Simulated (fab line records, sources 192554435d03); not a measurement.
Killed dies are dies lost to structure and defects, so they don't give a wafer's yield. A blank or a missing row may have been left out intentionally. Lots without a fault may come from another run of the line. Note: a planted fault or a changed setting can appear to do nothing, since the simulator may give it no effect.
Matching of chambers / flow n5Finfet / aldSin-02 running N5_MOL_CONTACT_COAG_ALD_123: 4 sister chambers
The step deposits SiNx, target thk 5 nm, pulse time 1 s, purge time 2 s. 8 wafers are shown with their chamber, then 12 later ones without.

WAFERS WITH THEIR CHAMBER
wafer=L077.2; chamber=2; heaterPowerW (W)=830; precursorPulseHeightRel=0.994
wafer=L084.1; chamber=3; heaterPowerW (W)=710; precursorPulseHeightRel=1.013
wafer=L084.4; chamber=2; heaterPowerW (W)=834; precursorPulseHeightRel=0.983
wafer=L084.5; chamber=1; heaterPowerW (W)=854; precursorPulseHeightRel=1.015
wafer=L084.6; chamber=0; heaterPowerW (W)=783; precursorPulseHeightRel=1.002
wafer=L093.2; chamber=0; heaterPowerW (W)=794; precursorPulseHeightRel=0.995
wafer=L093.4; chamber=3; heaterPowerW (W)=723; precursorPulseHeightRel=1.006
wafer=L093.6; chamber=1; heaterPowerW (W)=857; precursorPulseHeightRel=1.003

WAFERS MISSING THEIR CHAMBER
wafer=L095.1; heaterPowerW (W)=719; precursorPulseHeightRel=1.034
wafer=L095.2; heaterPowerW (W)=795; precursorPulseHeightRel=1.040
wafer=L095.3; heaterPowerW (W)=878; precursorPulseHeightRel=1.016
wafer=L095.4; heaterPowerW (W)=870; precursorPulseHeightRel=0.973
wafer=L095.5; heaterPowerW (W)=715; precursorPulseHeightRel=1.028
wafer=L095.6; heaterPowerW (W)=771; precursorPulseHeightRel=0.985
wafer=L096.1; heaterPowerW (W)=852; precursorPulseHeightRel=1.030
wafer=L096.2; heaterPowerW (W)=710; precursorPulseHeightRel=1.025
wafer=L096.3; heaterPowerW (W)=867; precursorPulseHeightRel=1.017
wafer=L096.4; heaterPowerW (W)=811; precursorPulseHeightRel=1.002
wafer=L096.5; heaterPowerW (W)=786; precursorPulseHeightRel=0.931
wafer=L096.6; heaterPowerW (W)=726; precursorPulseHeightRel=0.982

CHAMBER TAKEN BY EACH
wafer=L095.1; from the rows above=3; in truth=3
wafer=L095.2; from the rows above=0; in truth=0
wafer=L095.3; from the rows above=1; in truth=1
wafer=L095.4; from the rows above=can't be placed: 1 or 2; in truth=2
wafer=L095.5; from the rows above=3; in truth=3
wafer=L095.6; from the rows above=0; in truth=0
wafer=L096.1; from the rows above=1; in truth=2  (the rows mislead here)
wafer=L096.2; from the rows above=3; in truth=3
wafer=L096.3; from the rows above=1; in truth=1
wafer=L096.4; from the rows above=can't be placed: 0 or 2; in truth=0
wafer=L096.5; from the rows above=can't be placed: 0 or 2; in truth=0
wafer=L096.6; from the rows above=3; in truth=3
Correctly placed: 8 of 12. Cannot be placed on the basis of these rows: 3; the candidates contain the true chamber in 3. 1 placed wrongly.
How it was worked out, from the rows above alone: a wafer's distance from a chamber is the root of the sum, over the readings, of the square of ((its reading less the chamber's mean) divided by the reading's scatter). If the next closest chamber is less than 2 further off than the closest, the wafer can't be placed; otherwise it belongs to the closest. A chamber's mean is the mean of its shown wafers. How the scatter is found: for the shown wafers, subtract from each reading the mean of its chamber, square and add these, divide the total by (wafers less chambers), then take the root.
